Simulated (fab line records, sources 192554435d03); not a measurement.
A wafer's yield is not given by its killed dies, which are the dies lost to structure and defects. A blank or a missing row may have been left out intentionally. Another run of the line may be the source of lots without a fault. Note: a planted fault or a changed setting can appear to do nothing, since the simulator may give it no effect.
Which of the tools did it? + flow n5Finfet + 36 wafers from 12 lots sampled at 5 of the route's 1938 steps

## WHAT THE GAUGES READ, wafer by wafer
N5_BEOL_M5_INSPECT_13: inspects for defects (brightfield).
| lot  | measured     | on               | rawDefectCount |
|------|--------------|------------------|----------------|
| L075 | day 8 11:43  | defectInspect-02 | 360 457 408    |
| L078 | day 9 11:12  | defectInspect-02 | 502 450 535    |
| L079 | day 9 16:33  | defectInspect-02 | 420 420 330    |
| L080 | day 10 01:13 | defectInspect-02 | 405 369 440    |
| L083 | day 10 23:59 | defectInspect-01 | 439 540 419    |
| L085 | day 11 06:13 | defectInspect-02 | 353 260 316    |
| L086 | day 11 14:29 | defectInspect-02 | 470 436 352    |
| L090 | day 12 15:26 | defectInspect-01 | 260 346 413    |
| L091 | day 12 21:14 | defectInspect-02 | 363 519 389    |
| L092 | day 13 11:58 | defectInspect-02 | 284 446 198    |
| L095 | day 13 21:11 | defectInspect-02 | 377 348 320    |
| L096 | day 14 06:28 | defectInspect-02 | 442 486 334    |

## TOOL THAT RAN EACH LOT (tool first, then ch and the chambers of the sampled wafers, then the start)
| lot  | N5_BEOL_M4_STRIP_36               | N5_BEOL_M4_DEGAS_44         | N5_BEOL_M4_SPUTTER_48       | N5_BEOL_M5_ILD_DEP_00           |
|------|-----------------------------------|-----------------------------|-----------------------------|---------------------------------|
| L075 | rieDiel-02 ch 2,3, day 8 03:13    | pvdSputter-02, day 8 04:30  | pvdSputter-03, day 8 05:47  | pecvd-01 ch 0,1, day 8 09:40    |
| L078 | rieDiel-06 ch 1,2,3, day 9 03:20  | pvdSputter-03, day 9 03:43  | pvdSputter-01, day 9 04:20  | pecvd-02 ch 0,2, day 9 09:36    |
| L079 | rieDiel-06 ch 1,2, day 9 07:00    | pvdSputter-03, day 9 07:23  | pvdSputter-02, day 9 09:29  | pecvd-04 ch 0,1,2, day 9 13:23  |
| L080 | rieDiel-06 ch 1,3, day 9 18:26    | pvdSputter-01, day 9 18:56  | pvdSputter-02, day 9 19:33  | pecvd-04 ch 1,2, day 9 23:29    |
| L083 | rieDiel-02 ch 0,1,3, day 10 16:28 | pvdSputter-02, day 10 17:13 | pvdSputter-02, day 10 17:55 | pecvd-04 ch 0,1,2, day 10 21:59 |
| L085 | rieDiel-02 ch 0,1,3, day 10 23:04 | pvdSputter-01, day 10 23:47 | pvdSputter-02, day 11 00:22 | pecvd-02 ch 1,2, day 11 04:11   |
| L086 | rieDiel-01 ch 0,1, day 11 05:06   | pvdSputter-02, day 11 05:52 | pvdSputter-02, day 11 06:29 | pecvd-01 ch 0,1,2, day 11 10:24 |
| L090 | rieDiel-02 ch 0,1,2, day 12 07:19 | pvdSputter-01, day 12 08:35 | pvdSputter-01, day 12 09:13 | pecvd-04 ch 1,2, day 12 13:04   |
| L091 | rieDiel-06 ch 0,1,3, day 12 14:23 | pvdSputter-01, day 12 15:07 | pvdSputter-03, day 12 15:56 | pecvd-04 ch 0,2, day 12 19:45   |
| L092 | rieDiel-01 ch 2,3, day 13 04:12   | pvdSputter-02, day 13 05:06 | pvdSputter-03, day 13 05:44 | pecvd-01 ch 0,1,2, day 13 09:34 |
| L095 | rieDiel-01 ch 0,1,3, day 13 11:40 | pvdSputter-02, day 13 12:21 | pvdSputter-01, day 13 14:28 | pecvd-04 ch 0,2, day 13 18:40   |
| L096 | rieDiel-06 ch 1,2,3, day 14 00:23 | pvdSputter-02, day 14 00:51 | pvdSputter-02, day 14 01:27 | pecvd-04 ch 0,1,2, day 14 05:16 |
- N5_BEOL_M4_STRIP_36: strips in N2/H2.
- N5_BEOL_M4_DEGAS_44: time 60 s.
- N5_BEOL_M4_SPUTTER_48: material Cu, target thk 4.5 nm, time 8.29 s.
- N5_BEOL_M5_ILD_DEP_00: deposits SiCOH lowk from DEMS/porogen, target thk 140.64 nm, time 25.9 s.

## THE ANSWER, worked out from the rows above alone
Rule: what is usual is taken from the lots themselves. Put in order of their means at a reading, lots are off if they are a third of the lots or fewer, leave a main group of 4 or more, and stand apart from it by a gap of 3 or more times the standard deviation of the main group's means; of several such gaps the widest counts. If all means in a main group match to the digits the tables above print for the reading, that group is not used. Also off: a lot with no number at a reading for which 4 or more lots have one. Where the step has rows for the other lots, those lots are counted as sound.
Nothing can be told from this: no lot is off at any reading shown.

## WHAT THE SIMULATOR HAD PUT IN
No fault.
